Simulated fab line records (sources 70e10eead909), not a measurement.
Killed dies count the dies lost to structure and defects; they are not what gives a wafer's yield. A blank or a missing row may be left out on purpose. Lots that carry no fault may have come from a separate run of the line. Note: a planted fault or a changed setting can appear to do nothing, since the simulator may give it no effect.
Matching of chambers + flow nand-harc + cmp-03 running NHARC_P_BONDPAD_CMP_19: 4 sister chambers
The step polishes, t overpolish 30 s, cu recess touch 16 s, target thk 160.81 nm. 8 wafers are shown with their chamber, then 9 later ones without.

## EACH WAFER AND ITS CHAMBER
| wafer  | chamber | motor-current-A (A) | overpolish-run-s (s) |
|--------|---------|---------------------|----------------------|
| L080.1 | 2       | 10.8                | 30.006               |
| L080.4 | 3       | 11.6                | 29.988               |
| L082.2 | 2       | 11.2                | 29.998               |
| L084.5 | 0       | 12.0                | 30.003               |
| L084.6 | 1       | 13.5                | 29.994               |
| L085.2 | 1       | 14.5                | 30.004               |
| L085.5 | 3       | 12.4                | 29.996               |
| L085.6 | 0       | 12.5                | 30.009               |

## WAFERS WITHOUT THEIR CHAMBER
| wafer  | motor-current-A (A) | overpolish-run-s (s) |
|--------|---------------------|----------------------|
| L088.1 | 13.7                | 30.010               |
| L088.4 | 11.4                | 29.988               |
| L088.6 | 12.2                | 29.993               |
| L091.1 | 11.9                | 29.988               |
| L091.3 | 12.5                | 29.989               |
| L091.6 | 14.3                | 30.008               |
| L092.1 | 12.1                | 30.001               |
| L092.4 | 11.8                | 29.996               |
| L092.6 | 13.9                | 30.006               |

## EACH ONE'S CHAMBER
| wafer  | from the rows above          | in truth                   |
|--------|------------------------------|----------------------------|
| L088.1 | can't be placed: 1 or 0      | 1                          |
| L088.4 | can't be placed: 3 or 2      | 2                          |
| L088.6 | can't be placed: 3 or 0      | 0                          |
| L091.1 | 3                            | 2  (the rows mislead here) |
| L091.3 | can't be placed: 3 or 0      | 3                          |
| L091.6 | 1                            | 1                          |
| L092.1 | can't be placed: 0 or 3 or 2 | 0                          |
| L092.4 | can't be placed: 3 or 2 or 0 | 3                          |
| L092.6 | 1                            | 1                          |
Correct placement for 2 of the 9. Unplaceable from these rows: 6, with the true chamber sitting among the candidates in 6. 1 placed wrongly.
How it was worked out, from the rows above alone: a wafer's distance from a chamber is the root of the sum, over the readings, of the square of ((its reading less the chamber's mean) divided by the reading's scatter). If the next closest chamber is less than 2 further off than the closest, the wafer can't be placed; otherwise it belongs to the closest. The mean given for a chamber averages the wafers shown for that chamber. The scatter: the root of (the sum of the squares of (reading less its chamber's mean) over the shown wafers, divided by (wafers less chambers)).
